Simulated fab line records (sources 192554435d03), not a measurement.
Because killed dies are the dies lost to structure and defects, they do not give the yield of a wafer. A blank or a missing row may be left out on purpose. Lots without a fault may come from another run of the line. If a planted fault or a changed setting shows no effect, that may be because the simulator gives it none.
Split-lot experiment / flow n5Finfet / 7 lots, 21 wafers read, on a route of 1938 steps

## THE SPLIT
At N5_BEOL_M14_ILD_DEP_00 (deposits SiO2 from TEOS/O2, target thk 1119.3 nm, time 237.4 s), the setting timeS was moved away from the recipe's 237.4 s on 8 of the 21 wafers read, by -10.4% to +13.0%. This setting was run at the recipe's value on the other wafers.

There is no step in the file separating the split from the reading.

## THE READING
Values of M14_ILD_THK in nm from N5_BEOL_M14_THK_MEAS_01. On this fab line, fault-free wafers typically give 1127 nm with a standard deviation of 18 nm.

wafer=L074.2; tool, chamber at the split=pecvd-03, 2; timeS as run, s=214; against the recipe=-9.9%; M14_ILD_THK, nm=1007; against lot-mates on the recipe=-126
wafer=L074.4; tool, chamber at the split=pecvd-03, 1; timeS as run, s=237.4; against the recipe=recipe; M14_ILD_THK, nm=1129; against lot-mates on the recipe=-
wafer=L074.6; tool, chamber at the split=pecvd-03, 2; timeS as run, s=237.4; against the recipe=recipe; M14_ILD_THK, nm=1136; against lot-mates on the recipe=-
wafer=L077.1; tool, chamber at the split=pecvd-03, 0; timeS as run, s=214.4; against the recipe=-9.7%; M14_ILD_THK, nm=1005; against lot-mates on the recipe=-101
wafer=L077.2; tool, chamber at the split=pecvd-03, 1; timeS as run, s=237.4; against the recipe=recipe; M14_ILD_THK, nm=1106; against lot-mates on the recipe=-
wafer=L077.4; tool, chamber at the split=pecvd-03, 2; timeS as run, s=214.4; against the recipe=-9.7%; M14_ILD_THK, nm=1061; against lot-mates on the recipe=-45
wafer=L078.2; tool, chamber at the split=pecvd-04, 0; timeS as run, s=237.4; against the recipe=recipe; M14_ILD_THK, nm=1133; against lot-mates on the recipe=-
wafer=L078.3; tool, chamber at the split=pecvd-04, 0; timeS as run, s=237.4; against the recipe=recipe; M14_ILD_THK, nm=1139; against lot-mates on the recipe=-
wafer=L078.6; tool, chamber at the split=pecvd-04, 1; timeS as run, s=237.4; against the recipe=recipe; M14_ILD_THK, nm=1111; against lot-mates on the recipe=-
wafer=L087.1; tool, chamber at the split=pecvd-04, 1; timeS as run, s=237.4; against the recipe=recipe; M14_ILD_THK, nm=1090; against lot-mates on the recipe=-
wafer=L087.2; tool, chamber at the split=pecvd-04, 0; timeS as run, s=237.4; against the recipe=recipe; M14_ILD_THK, nm=1125; against lot-mates on the recipe=-
wafer=L087.6; tool, chamber at the split=pecvd-04, 1; timeS as run, s=237.4; against the recipe=recipe; M14_ILD_THK, nm=1117; against lot-mates on the recipe=-
wafer=L089.4; tool, chamber at the split=pecvd-04, 0; timeS as run, s=212.8; against the recipe=-10.4%; M14_ILD_THK, nm=1019; against lot-mates on the recipe=-108
wafer=L089.5; tool, chamber at the split=pecvd-04, 2; timeS as run, s=237.4; against the recipe=recipe; M14_ILD_THK, nm=1127; against lot-mates on the recipe=-
wafer=L089.6; tool, chamber at the split=pecvd-04, 1; timeS as run, s=212.8; against the recipe=-10.4%; M14_ILD_THK, nm=989; against lot-mates on the recipe=-138
wafer=L091.2; tool, chamber at the split=pecvd-01, 1; timeS as run, s=217.6; against the recipe=-8.3%; M14_ILD_THK, nm=1056; against lot-mates on the recipe=-105
wafer=L091.5; tool, chamber at the split=pecvd-01, 2; timeS as run, s=237.4; against the recipe=recipe; M14_ILD_THK, nm=1148; against lot-mates on the recipe=-
wafer=L091.6; tool, chamber at the split=pecvd-01, 1; timeS as run, s=237.4; against the recipe=recipe; M14_ILD_THK, nm=1174; against lot-mates on the recipe=-
wafer=L090.1; tool, chamber at the split=pecvd-03, 2; timeS as run, s=268.2; against the recipe=+13.0%; M14_ILD_THK, nm=1298; against lot-mates on the recipe=+129
wafer=L090.4; tool, chamber at the split=pecvd-03, 2; timeS as run, s=268.2; against the recipe=+13.0%; M14_ILD_THK, nm=1313; against lot-mates on the recipe=+144
wafer=L090.6; tool, chamber at the split=pecvd-03, 0; timeS as run, s=237.4; against the recipe=recipe; M14_ILD_THK, nm=1169; against lot-mates on the recipe=-

FIT RESULTS
A straight line over all 21 wafers: M14_ILD_THK changes by +12.2 nm for each +1% of timeS; r = +0.96; the points scatter about the line by 23 nm.
The same after taking each lot's own level away (the mean of its wafers on the recipe; 21 wafers): +10.6 nm for each +1%; r = +0.97; scatter 18 nm.
According to that fit, moving timeS by its largest amount changes the reading by 1.4e+02 nm.
Measured against the standard deviation above, the lots' own levels, which go from 1106.0 to 1169.0 nm, span 3.5 times it.
So the slope is not independent of the lot-to-lot level: the two fits are not the same.
Check: with one of the wafers moved furthest among these (+13.0%) left out of the fit, the line predicts +141 nm for it against its lot-mates. It came out at +129 nm against them.

## OTHER SPLITS ON THESE WAFERS
Note: prior to the reading, these wafers also went through further splits. Each is held against what the fit with the lots' levels taken away leaves over:
other split on the same wafers=N5_BEOL_M10_ALD_74 aldCycles; wafers away from the commonest value=9; r with M14_ILD_THK (lot level and that fit taken away)=+0.24
other split on the same wafers=N5_BEOL_M12_ETCH_68 timeS; wafers away from the commonest value=11; r with M14_ILD_THK (lot level and that fit taken away)=-0.03

## THE WHOLE CHAIN: every reading that the file lists as answering this split, in the file's order
step=N5_BEOL_M14_ILD_DEP_00; what it does=deposits SiO2 from TEOS/O2, target thk 1119.3 nm, time 237.4 s; reading=SiO2_of_BEOL_M14_ILD_DEP_00.thkNm (the simulator's own value, which no gauge read); change (the file's fit)=+11 nm for each +1% of the setting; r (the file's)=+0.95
step=N5_BEOL_M14_THK_MEAS_01; what it does=; reading=M14_ILD_THK; change (the file's fit)=+11 for each +1% of the setting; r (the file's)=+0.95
step=N5_BEOL_M14_VIA_ETCH_16; what it does=etches SiO2 in C4F8/O2/Ar, target depth 1231.3 nm; reading=etch.depthNm (the simulator's own value, which no gauge read); change (the file's fit)=+11 nm for each +1% of the setting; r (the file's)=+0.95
step=N5_BEOL_M14_VIA_ETCH_16; what it does=etches SiO2 in C4F8/O2/Ar, target depth 1231.3 nm; reading=coat_of_BEOL_M14_COAT_04.thkNm (the simulator's own value, which no gauge read); change (the file's fit)=-2.48 nm for each +1% of the setting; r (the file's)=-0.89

## THE FILE'S OWN FIT
M14_ILD_THK changes by +11 nm for each +1% of timeS, r = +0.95.
